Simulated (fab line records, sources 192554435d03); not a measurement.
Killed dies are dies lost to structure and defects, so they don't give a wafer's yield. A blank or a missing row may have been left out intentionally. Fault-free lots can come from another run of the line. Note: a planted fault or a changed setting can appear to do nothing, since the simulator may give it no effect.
Comparing a struck lot with a sound one :: flow n5 finfet :: 37 out of 1938 route steps
Sound: wafers L873.3, L873.6. Wafers L856.1, L856.4, L856.5 were the ones struck. At the end, the cause is stated.
Order at every step that has rows: each side's tool, ch and its chambers, its first start. Under that, the readings that differ: sound wafers :: struck wafers :: difference of the means :: sigmas: that difference in standard deviations of wafers without a fault.
alike: a reading whose means differ by less than 2 such deviations, as well as words and numbers matching on both sides. not compared: withheld readings; readings where some wafer has no value; bounds like >300 that might hide an equal value; numbers whose values overlap and for which the record gives no deviation.
The two part at a step that has a row with sigmas, a row that says differs or no value, or rows on one side only. Numbers that don't overlap but have no deviation are shown without sigmas and don't part them. A reading that every wafer of one side lacks parts them only if that side has two wafers or more.

first, 9 steps without rows for these wafers: N5_BEOL_M4_ANNEAL_95 (time 240 s); N5_BEOL_M4_SPUTTER_96 (material Cu, target thk 4.5 nm, time 8.29 s); N5_BEOL_M4_ECD_50 (material Cu, target thk 300 nm); N5_BEOL_M4_ANNEAL_51 (time 90 s); N5_BEOL_M4_CMP_52 (polishes, stops on SiOC, t overpolish 6.8 s, target thk 40 nm); N5_BEOL_M4_PRE_CLEAN_60 (time 15 s); N5_BEOL_M4_CO_CAP_55 (material Co, precursor CCTBA/H2, target thk 2 nm, time 102.1 s); N5_BEOL_M4_PRE_CLEAN_56 (time 15 s); N5_BEOL_M4_DEP_57 (deposits SiCN from 3MS/NH3, target thk 8 nm, time 14 s).
N5_BEOL_M4_RC_MEAS_101:
  sound on prober-01 ch 0, day 13 23:37; struck on prober-02 ch 0, day 9 07:51
  alike: DIBL_N, DIBL_P, IOFF_N, IOFF_P, ION_N, ION_P, SS_N, SS_P, VT_N, VT_P
then, 24 steps without rows for these wafers: N5_BEOL_M5_ILD_DEP_00 (deposits SiCOH lowk from DEMS/porogen, target thk 140.64 nm, time 25.9 s); N5_BEOL_M5_CURE_79 (cures SiCOH lowk, time 240 s); N5_BEOL_M5_PECVD_70 (deposits SiO2 from TEOS/O2, target thk 16 nm, time 18 s); N5_BEOL_M5_HM_DEP_02 (deposits TiN, target thk 20 nm); N5_BEOL_M5_COAT_59 (time 60 s, resist thk 60 nm); N5_BEOL_M5_COAT_60 (time 60 s, resist thk 12 nm); N5_BEOL_M5_COAT_71 (time 60 s, resist thk 5 nm); N5_BEOL_M5_COAT_05 (resist thk 30 nm); N5_BEOL_M5_EBR_07; N5_BEOL_M5_SOFTBAKE_06 (time 60 s); N5_BEOL_M5_EXPOSE_08 (exposes mask M5, target cd 28 nm); N5_BEOL_M5_PEB_09 (peb time 60 s); N5_BEOL_M5_DEVELOP_10 (develop time 30 s); N5_BEOL_M5_DESCUM_16 (chemistry O2, time 7 s); N5_BEOL_M5_ETCH_72 (etches underlayer in N2/H2, target depth 6.5 nm, time 5.2 s); N5_BEOL_M5_ETCH_61 (etches SiARC in CF4, target depth 15.6 nm, time 26 s); N5_BEOL_M5_ETCH_62 (etches SOC in N2/H2, target depth 75 nm, overetch 15 nm, time 112.5 s); N5_BEOL_M5_STRIP_63 (strips in N2/H2); N5_BEOL_M5_STRIP_73 (strips in N2/H2); N5_BEOL_M5_STRIP_64 (strips in CF4); N5_BEOL_M5_HM_OPEN_17 (chemistry Cl2/BCl3, target TiN, target depth 20 nm, overetch 6 nm); N5_BEOL_M5_STRIP_19 (strips in O2); N5_BEOL_M5_COAT_65 (time 60 s, resist thk 60 nm); N5_BEOL_M5_COAT_66 (time 60 s, resist thk 12 nm).
N5_BEOL_M10_ANNEAL_51: time 90 s.
  struck on rtp anneal-01, day 11 07:23; sound on rtp anneal-02 ch 0, day 16 09:16
  no value came back on the struck wafers for anneal temp c (C), anneal temp c max, wafer_temp_C_max; on the sound wafers anneal temp c (C) reads 224.78 224.92
N5_BEOL_M10_CMP_52: polishes, stops on SiCOH lowk, t overpolish 7 s, target thk 140 nm.
  sound on cmp-04 ch 2, day 16 09:29; struck on cmp-03 ch 0,1,2, day 11 07:43
reading: barrier field endpoint s (s)
sound: 29.9 30.2
struck: 34.3 35.0 37.0
difference: +5.4
sigmas: +5

reading: time to endpoint s (s)
sound: 71 70
struck: 87 87 87
difference: +16
sigmas: +3
  alike: motor current A, overpolish run s
-- a jump in the record: the struck wafers' starts before and after are 2 days apart (it breaks off in module BEOL_M10 and resumes in module PASSIVATION, where the first step shown is number 1936 of the route) --
N5_PASSIVATION_PROBE_49:
  the record has rows for the struck wafers here (prober-02, day 13 09:51) and none for the sound ones

WHERE THEY PART
Last at N5_PASSIVATION_PROBE_49 as far as this record goes, first at N5_BEOL_M10_ANNEAL_51.

WHY: what the simulator had put in
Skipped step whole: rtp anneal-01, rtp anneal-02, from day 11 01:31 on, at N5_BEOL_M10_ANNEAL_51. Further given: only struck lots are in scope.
